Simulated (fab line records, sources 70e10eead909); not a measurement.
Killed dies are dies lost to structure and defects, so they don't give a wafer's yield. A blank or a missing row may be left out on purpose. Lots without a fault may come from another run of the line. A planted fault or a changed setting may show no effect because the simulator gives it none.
fab line records | flow nand_harc
record lots=6 wafers=18 last_day=33
route steps=1302 shown P_BONDPAD@365
lots that met no fault: from a run of the same line without faults
start_h: hours from the record's first day to the start of the lot's first wafer shown | wait_h: hours since the lot's step before | " the same as in the row above | L1.1+2: a row that stands for several wafers | - no value, or no start given | * or withheld: withheld | < > ~ a bound
route shown NAME@n: a module of which the file shows steps, and the number in the route of the first | usual: mean/standard deviation of fault-free wafers | same: alike in all rows | chamber/n: place in a boat | sites: the reading at each site | _std_site: their standard deviation | _edge_site: outer sites' mean less inner sites' | radius_mm: how far each site lies from the wafer's centre | mask NAME#n: copy n | behind: the tool/chamber that last shaped the wafer | hold: why the lot was held/for how many hours/how that ended | device: the transistor (n, p or np) that didn't switch | end of line: the same wafers' tests at the end of the route | a step without rows: its recipe alone | killed: dies lost to structure and defects at the first sort, not the wafer's yield | map: a wafer's dies, x killed, . not, _ none there
set.NAME: the setting as run; set.NAME@STEP: as run at that earlier step | model.NAME: the simulator's own value behind a step, which no gauge read
lots at some steps of the route; a table a step, a row a wafer
services: from which hour (start_h, from the record's first day; less than 0 if before it) a tool's chamber was out of use, for how many hours, and why
## steps
# step NHARC_P_BONDPAD_OVL_MEAS_38
# usual overlay_x_nm=0/5.5 overlay_y_nm=0/5.8
# columns lot.wafer tool chamber start_h wait_h overlay_x_nm overlay_y_nm
L482.3 overlay-02 - 171.56 - -1 -10
L482.4 " - " " -2 -10
L482.5 " - " " -1 -9
L497.1 overlay-02 - 322.15 - 7 6
L497.2 " - " " 8 7
L497.3 " - " " 7 7
L498.2 overlay-02 - 334.61 - 3 -11
L498.4 " - " " 3 -11
L498.5 " - " " 2 -11
L499.1 overlay-01 - 338.54 - 3 7
L499.2 " - " " 3 7
L499.6 " - " " 3 7
L500.2 overlay-01 - 348.47 - -2 6
L500.3 " - " " -2 7
L500.5 " - " " -2 7
L501.1 overlay-02 - 361.26 - -5 5
L501.2 " - " " -5 6
L501.5 " - " " -4 6
# step NHARC_P_BONDPAD_HARDBAKE_10
# recipe temp_c=118 time_s=65
# step NHARC_P_BONDPAD_DESCUM_11
# recipe time_s=3 o2_flow_sccm=200 ar_flow_sccm=0 bias_power_w=0 chemistry=O2
# usual drypump_motor_current_A=5.4/0.42 o2_flow_sccm=200.0/0.56 oes_product_au=1.002/0.011 rf_vpp_V=57.7/0.74 showerhead_plenum_p_Torr=1.91/0.069 throttle_valve_pct=11.312/0.0082
# columns lot.wafer tool chamber start_h wait_h drypump_motor_current_A o2_flow_sccm oes_product_au rf_hours_counter_h rf_vpp_V showerhead_plenum_p_Torr throttle_valve_pct
L482.3 rie_diel-02 2 171.70 - 6.4 199.5 0.991 10 57.1 1.92 11.308
L482.5 " 3 " " 5.0 200.3 1.008 - 56.2 1.92 11.313
L482.4 " 0 " " 5.6 199.3 1.010 - 57.3 1.98 11.330
L497.2 rie_diel-04 0 322.28 - 5.3 199.8 1.012 6 56.3 1.78 11.304
L497.3 " 1 " " 4.8 200.0 0.987 7 57.3 1.83 11.308
L497.1 " 2 " " 5.1 200.0 0.985 7 58.6 1.97 11.311
L498.2 rie_diel-12 2 334.74 - 4.8 199.5 1.008 1 58.9 1.98 11.306
L498.4 " 0 " " 5.5 200.0 0.994 1 57.6 1.94 11.309
L498.5 " 1 " " 5.5 199.4 0.998 - 57.6 1.82 11.312
L499.2 rie_diel-02 0 338.67 - 5.6 199.2 1.005 8 56.7 1.98 11.316
L499.1 " 2 " " 6.4 200.6 1.015 7 57.0 1.92 11.307
L499.6 " 0 " " 5.6 200.0 0.994 - 56.5 1.98 11.297
L500.2 rie_diel-02 1 348.60 - 6.0 199.3 1.003 4 58.7 1.99 11.304
L500.3 " 2 " " 6.3 200.4 1.011 8 57.6 1.92 11.320
L500.5 " 0 " " 5.6 200.9 0.996 - 57.4 1.98 11.313
L501.2 rie_diel-02 2 361.38 - 6.3 200.3 0.998 10 55.8 1.92 11.329
L501.1 " 0 " " 5.6 200.1 0.998 10 57.6 1.98 11.320
L501.5 " 2 " " 6.3 200.4 0.993 - 58.8 1.92 11.296
# step NHARC_P_BONDPAD_ETCH_37
# recipe target_depth_a=600 overetch_a=180 time_s=65.91 ion_energy_ev=200 n2_flow_sccm=150 h2_flow_sccm=150 ar_flow_sccm=0 rf_w=400 bias_w=150 chemistry=N2/H2
# usual drypump_motor_current_A=5.4/0.42 oes_product_au=1.002/0.0094 rf_vpp_V=430.6/2.1 showerhead_plenum_p_Torr=2.04/0.073 throttle_valve_pct=14.171/0.0089
# columns lot.wafer tool chamber start_h wait_h drypump_motor_current_A oes_product_au rf_hours_counter_h rf_vpp_V showerhead_plenum_p_Torr throttle_valve_pct
L482.3 rie_diel-02 0 171.80 0.1 5.7 1.013 9 431.3 2.12 14.179
L482.4 " 2 " " 6.3 0.977 - 430.3 2.05 14.167
L482.5 " 0 " " 5.6 1.018 - 433.9 2.12 14.168
L497.1 rie_diel-04 0 322.36 0.1 5.3 1.024 6 425.9 1.89 14.177
L497.3 " 1 " " 4.8 1.001 7 427.6 1.95 14.174
L497.2 " 3 " " 5.5 1.011 7 429.6 2.01 14.172
L498.4 rie_diel-12 1 334.83 0.1 5.5 1.001 1 428.2 1.94 14.178
L498.2 " 2 " " 4.8 1.012 1 432.8 2.11 14.194
L498.5 " 3 " " 5.4 1.009 - 428.0 2.06 14.172
L499.1 rie_diel-02 2 338.77 0.1 6.4 1.012 7 430.4 2.04 14.178
L499.2 " 3 " " 5.0 0.993 8 430.3 2.04 14.166
L499.6 " 0 " " 5.6 0.997 - 433.0 2.11 14.173
L500.3 rie_diel-02 3 348.68 0.1 5.0 0.999 8 430.9 2.04 14.174
L500.2 " 2 " " 6.4 1.008 8 430.2 2.04 14.172
L500.5 " 3 " " 5.0 0.992 - 431.5 2.04 14.173
L501.1 rie_diel-02 2 361.49 0.1 6.4 1.000 10 430.2 2.04 14.163
L501.2 " 0 " " 5.6 0.996 10 434.0 2.11 14.178
L501.5 " 0 " " 5.7 0.988 - 432.0 2.11 14.160
# step NHARC_P_BONDPAD_ETCH_12
# recipe target_depth_a=2000 time_s=100 chf3_flow_sccm=50 o2_flow_sccm=10 ar_flow_sccm=200 rf_w=500 bias_w=200 chemistry=CHF3/O2
# usual drypump_motor_current_A=5.4/0.42 o2_flow_sccm=10.003/0.029 oes_product_au=0.941/0.023 rf_vpp_V=370.5/1.9 showerhead_plenum_p_Torr=2.40/0.081 throttle_valve_pct=20.572/0.0089
# columns lot.wafer tool chamber start_h wait_h drypump_motor_current_A o2_flow_sccm oes_product_au rf_hours_counter_h rf_vpp_V showerhead_plenum_p_Torr throttle_valve_pct
L482.3 rie_diel-02 0 - - 5.6 10.045 0.925 9 372.0 2.49 20.584
L482.4 " 3 " " 5.0 9.992 0.925 - 372.7 2.41 20.571
L482.5 " 0 " " 5.7 10.014 0.928 - 372.5 2.49 20.563
L497.2 rie_diel-04 1 - - 4.8 10.012 0.924 7 368.5 2.30 20.573
L497.3 " 3 " " 5.5 10.017 0.940 7 371.5 2.37 20.570
L497.1 " 0 " " 5.4 10.029 0.946 6 367.9 2.24 20.565
L498.4 rie_diel-12 0 - - 5.5 10.019 0.969 1 371.7 2.44 20.564
L498.2 " 1 " " 5.5 10.019 0.945 1 369.2 2.29 20.581
L498.5 " 1 " " 5.5 10.002 0.954 - 369.3 2.29 20.584
L499.2 rie_diel-02 3 - - 5.0 9.989 0.907 8 369.5 2.40 20.580
L499.1 " 1 " " 6.0 10.007 0.924 4 373.5 2.49 20.590
L499.6 " 0 " " 5.6 10.004 0.913 - 372.1 2.48 20.575
L500.3 rie_diel-02 2 - - 6.4 10.020 0.931 8 370.8 2.41 20.568
L500.2 " 0 " " 5.6 10.064 0.926 8 372.1 2.48 20.572
L500.5 " 3 " " 5.0 9.980 0.918 - 370.5 2.40 20.590
L501.2 rie_diel-02 2 - - 6.4 10.004 0.918 10 371.9 2.41 20.563
L501.1 " 0 " " 5.7 10.030 0.918 10 372.8 2.48 20.562
L501.5 " 2 " " 6.4 9.971 0.927 - 370.3 2.41 20.573
# step NHARC_P_BONDPAD_CD_MEAS_13
# usual cd_nm=497.9/1.8
# columns lot.wafer tool chamber start_h wait_h cd_nm
L482.3 cd_sem-03 - 172.05 - 501.7
L482.4 " - " " 497.4
L482.5 " - " " 500.6
L497.1 cd_sem-03 - 322.59 - 495.9
L497.2 " - " " 498.5
L497.3 " - " " 496.6
L498.2 cd_sem-02 - 335.05 - 493.5
L498.4 " - " " 496.1
L498.5 " - " " 495.9
L499.1 cd_sem-01 - 338.98 - 497.7
L499.2 " - " " 496.6
L499.6 " - " " 498.0
L500.2 cd_sem-01 - 348.91 - 500.7
L500.3 " - " " 496.8
L500.5 " - " " 496.5
L501.1 cd_sem-03 - 361.74 - 498.1
L501.2 " - " " 498.3
L501.5 " - " " 496.6
# step NHARC_P_BONDPAD_STRIP_15
# recipe o2_flow_sccm=500 ar_flow_sccm=0 bias_w=0 chemistry=O2
# step NHARC_P_BONDPAD_ETCH_24
# recipe target_depth_a=300 over_etch_frac=0.3 time_s=72.99 ion_energy_ev=150 cf4_flow_sccm=50 n2_flow_sccm=100 ar_flow_sccm=150 rf_w=300 bias_w=100 chemistry=CF4/N2
# step NHARC_P_BONDPAD_STRIP_16
# recipe time_s=600 temp_c=30 chemistry=post_etch_residue_remover
# step NHARC_P_BONDPAD_DEGAS_25
# recipe temp_c=300 time_s=60
# step NHARC_P_BONDPAD_PRE_CLEAN_26
# recipe time_s=30 temp_c=280 gas=H2/He
# usual heater_power_w=392/43
# columns lot.wafer tool chamber start_h wait_h heater_power_w
L482.3 pvd_sputter-03 - - - 396
L482.4 " - " " 363
L482.5 " - " " 436
L497.3 pvd_sputter-01 - - - 430
L497.2 " - " " 404
L497.1 " - " " 307
L498.4 pvd_sputter-01 - - - 314
L498.2 " - " " 371
L498.5 " - " " 319
L499.2 pvd_sputter-01 - - - 442
L499.1 " - " " 361
L499.6 " - " " 412
L500.3 pvd_sputter-01 - - - 404
L500.2 " - " " 439
L500.5 " - " " 410
L501.1 pvd_sputter-01 - - - 361
L501.2 " - " " 432
L501.5 " - " " 355
# step NHARC_P_BONDPAD_PVD_17
# recipe target_thk_a=50 bias_v=168.6 power_w=15000 chamber_pressure_pa=0.12 time_s=8.06 substrate_temp_c=50 material=TaN
# usual bias_v=168.9/1.9 cathode_dc_power_W=15000/3.1 throttle_valve_pct=29.7/1.1
# columns lot.wafer tool chamber start_h wait_h bias_v cathode_dc_power_W throttle_valve_pct
L482.4 pvd_sputter-03 - - - 169.1 15001 30.8
L482.3 " - " " 169.3 15002 30.1
L482.5 " - " " 168.3 14997 30.6
L497.2 pvd_sputter-01 - - - 167.9 15002 30.2
L497.1 " - " " 169.1 15002 27.8
L497.3 " - " " 169.9 14999 29.4
L498.4 pvd_sputter-01 - - - 168.5 15009 29.3
L498.2 " - " " 169.4 15002 27.9
L498.5 " - " " 168.3 14994 27.6
L499.1 pvd_sputter-01 - - - 171.7 15003 29.3
L499.2 " - " " 169.6 14994 30.3
L499.6 " - " " 172.6 14999 27.9
L500.2 pvd_sputter-01 - - - 167.5 15004 30.4
L500.3 " - " " 169.5 15003 29.5
L500.5 " - " " 170.6 14998 30.3
L501.2 pvd_sputter-01 - - - 171.0 15000 29.4
L501.1 " - " " 169.0 15002 29.1
L501.5 " - " " 167.6 14998 30.1
# step NHARC_P_BONDPAD_PVD_27
# recipe target_thk_a=300 chamber_pressure_pa=5 power_w=5000 substrate_temp_c=30 time_s=20.49 material=Cu
# usual cathode_dc_power_W=5000.0/0.87 chamber_pressure_pa=5.003/0.0094 throttle_valve_pct=29.6/1.1
# columns lot.wafer tool chamber start_h wait_h cathode_dc_power_W chamber_pressure_pa throttle_valve_pct
L482.4 pvd_sputter-03 - 172.90 - 5000.1 5.003 30.0
L482.3 " - " " 4999.6 5.005 31.5
L482.5 " - " " 5001.0 5.006 30.9
L497.1 pvd_sputter-01 - 323.44 - - - -
L497.2 " - " " - - -
L497.3 " - " " - - -
L498.2 pvd_sputter-01 - 335.91 - - - -
L498.4 " - " " - - -
L498.5 " - " " - - -
L499.1 pvd_sputter-01 - 339.84 - 5001.3 4.984 30.5
L499.2 " - " " 5000.9 4.997 27.8
L499.6 " - " " 4999.9 4.994 30.1
L500.3 pvd_sputter-01 - 349.81 - 5000.1 5.009 30.0
L500.2 " - " " 4999.5 5.012 29.3
L500.5 " - " " 4999.0 5.005 30.3
L501.1 pvd_sputter-01 - 362.64 - 4999.6 5.011 30.4
L501.2 " - " " 4999.5 5.006 28.2
L501.5 " - " " 5000.6 5.013 29.6
# step NHARC_P_BONDPAD_ECD_18
# recipe target_thk_a=4000 bath_temp_c=25 material=Cu
## services
# columns tool chamber start_h hours kind
rie_diel-02 0 171.38 - clean
pvd_sputter-01 - 173.65 0.8 repair
rie_diel-04 - 177.90 9.0 pm
pvd_sputter-03 - 178.32 10.0 pm
rie_diel-02 2 184.02 8.7 repair
rie_diel-02 2 192.92 4.6 repair
rie_diel-02 - 216.70 9.0 pm
pvd_sputter-01 - 226.00 10.0 pm
rie_diel-12 3 241.75 8.4 repair
pvd_sputter-01 - 241.93 3.8 repair
rie_diel-12 0 251.50 11.3 repair
rie_diel-02 0 260.44 6.3 repair
rie_diel-12 - 268.40 9.0 pm
pvd_sputter-01 - 270.09 2.1 repair
rie_diel-12 3 290.72 2.9 repair
pvd_sputter-01 - 295.16 14.6 repair
rie_diel-12 - 309.55 4.9 repair
rie_diel-12 2 338.84 8.1 repair
rie_diel-04 0 346.52 5.1 repair
rie_diel-12 3 347.60 18.2 repair
rie_diel-04 - 354.90 9.0 pm
pvd_sputter-03 - 356.32 10.0 pm
rie_diel-02 3 359.73 1.9 repair
rie_diel-02 2 362.38 3.8 repair
## key
first_sign step=NHARC_P_BONDPAD_PVD_27 reading=tool_record direction=missing
effect none on later readings
met_at NHARC_P_BONDPAD_PVD_27
struck_wafers L497.1,L497.2,L497.3,L498.2,L498.4,L498.5
later_rows_left_out L497.1,L497.2,L497.3,L498.2,L498.4,L498.5
sort_left_out L497.1,L497.2,L497.3,L498.2,L498.4,L498.5
fault kind=skipped_step_whole tool=pvd_sputter-01 chamber=- onset_h=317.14 steps=NHARC_P_BONDPAD_PVD_27 scope=struck_lots_only
# sort_left_out: the simulated sort isn't trusted on such a fault, so these wafers' sort isn't shown, and their yield isn't known
# later_rows_left_out: the simulator's readings of these wafers behind a module that went badly wrong aren't trusted and aren't shown, but for the sort
